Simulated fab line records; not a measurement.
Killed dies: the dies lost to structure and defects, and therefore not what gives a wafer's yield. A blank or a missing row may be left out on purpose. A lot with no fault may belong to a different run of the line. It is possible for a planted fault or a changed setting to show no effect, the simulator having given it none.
Check for tools in common    flow nand-harc    2 lots, 6 wafers sampled

== REASON FOR OPENING ==
At NHARC_END_SORT_01 the reading killed-at-array is flagged on 2 of 2 lots. Fault-free wafers read 58, with a standard deviation of 22.
Rule: a lot is flagged when every wafer of it that has a number lies more than 4 standard deviations from that mean, or none has a number. The other lots count as sound.

lot   measured      on         killed-at-array, wafer by wafer  flag
L243  day 29 05:26  prober-02  177 171 181                      FLAGGED
L245  day 30 09:10  prober-02  169 160 162                      FLAGGED
The numbers of the flagged lots are 170 on average: +112 against the usual, or +5 standard deviations.

== WHICH TOOL EACH LOT WENT THROUGH ==
Before the reading, the record contains 4 process steps out of a 1302-step route. Each cell gives the tool, then ch followed by the chambers the sampled wafers passed through, then the start.
lot   flag     NHARC_A_STAIRCASE_STRIP_446           NHARC_HYBRID_BOND_ACTIVATE_00       NHARC_THIN_TSV_PVD_51                    NHARC_THIN_TSV_PRE_CLEAN_54
L243  FLAGGED  plasma-asher-02 ch 0,1, day 23 20:56  rie-diel-11 ch 2,3, day 28 04:13    pvd-sputter-01, day 28 19:31 or earlier  pvd-sputter-01, day 28 19:31
L245  FLAGGED  plasma-asher-02 ch 0,1, day 24 20:23  rie-diel-11 ch 0,1,3, day 29 01:26  pvd-sputter-01, day 29 21:57 or earlier  pvd-sputter-02, day 29 21:57
These steps, and what they do:
- NHARC_A_STAIRCASE_STRIP_446: strips in O2.
- NHARC_HYBRID_BOND_ACTIVATE_00: chemistry N2, time 60 s.
- NHARC_THIN_TSV_PVD_51: deposits Cu, target thk 100 nm.
- NHARC_THIN_TSV_PRE_CLEAN_54: time 30 s.
- NHARC_END_SORT_01

== FLAGGED OVER TOTAL, TOOL BY TOOL (the gauges that took the reading come last) ==
step                           tool             lots run  flagged  share of the flagged lots  sound lots run after its first flagged lot
NHARC_A_STAIRCASE_STRIP_446    plasma-asher-02  2         2        all                        0
NHARC_HYBRID_BOND_ACTIVATE_00  rie-diel-11      2         2        all                        0
NHARC_THIN_TSV_PVD_51          pvd-sputter-01   2         2        all                        0
NHARC_THIN_TSV_PRE_CLEAN_54    pvd-sputter-01   1         1        some                       0
NHARC_THIN_TSV_PRE_CLEAN_54    pvd-sputter-02   1         1        some                       0
NHARC_END_SORT_01              prober-02        2         2        all                        0
Because NHARC_THIN_TSV_PVD_51 lacks a start for some lots, the hours and order of its lots are taken from NHARC_THIN_TSV_PRE_CLEAN_54.

== WHAT THE TABLE ALLOWS ==
4 rows of the table ran every flagged lot: plasma-asher-02 at NHARC_A_STAIRCASE_STRIP_446, rie-diel-11 at NHARC_HYBRID_BOND_ACTIVATE_00, pvd-sputter-01 at NHARC_THIN_TSV_PVD_51, prober-02 at NHARC_END_SORT_01.
- plasma-asher-02 at NHARC_A_STAIRCASE_STRIP_446 ran 2 lots, 2 of them flagged. The start can't be narrowed down: in this sample, it ran no sound lot prior to its first flagged lot.
- rie-diel-11 at NHARC_HYBRID_BOND_ACTIVATE_00 ran 2 lots, 2 of them flagged. The start can't be narrowed down: in this sample, it ran no sound lot prior to its first flagged lot.
- pvd-sputter-01 at NHARC_THIN_TSV_PVD_51 ran 2 lots, 2 of them flagged. The start can't be narrowed down: in this sample, it ran no sound lot prior to its first flagged lot.
- prober-02 at NHARC_END_SORT_01 ran 2 lots, 2 of them flagged. The start can't be narrowed down: in this sample, it ran no sound lot prior to its first flagged lot.
Because each of these 4 tools fits a fault that began at some hour, counting lots does not separate them. More lots, or a look at what each step does to the wafer, might.

== WHAT THE SIMULATOR PUT IN ==
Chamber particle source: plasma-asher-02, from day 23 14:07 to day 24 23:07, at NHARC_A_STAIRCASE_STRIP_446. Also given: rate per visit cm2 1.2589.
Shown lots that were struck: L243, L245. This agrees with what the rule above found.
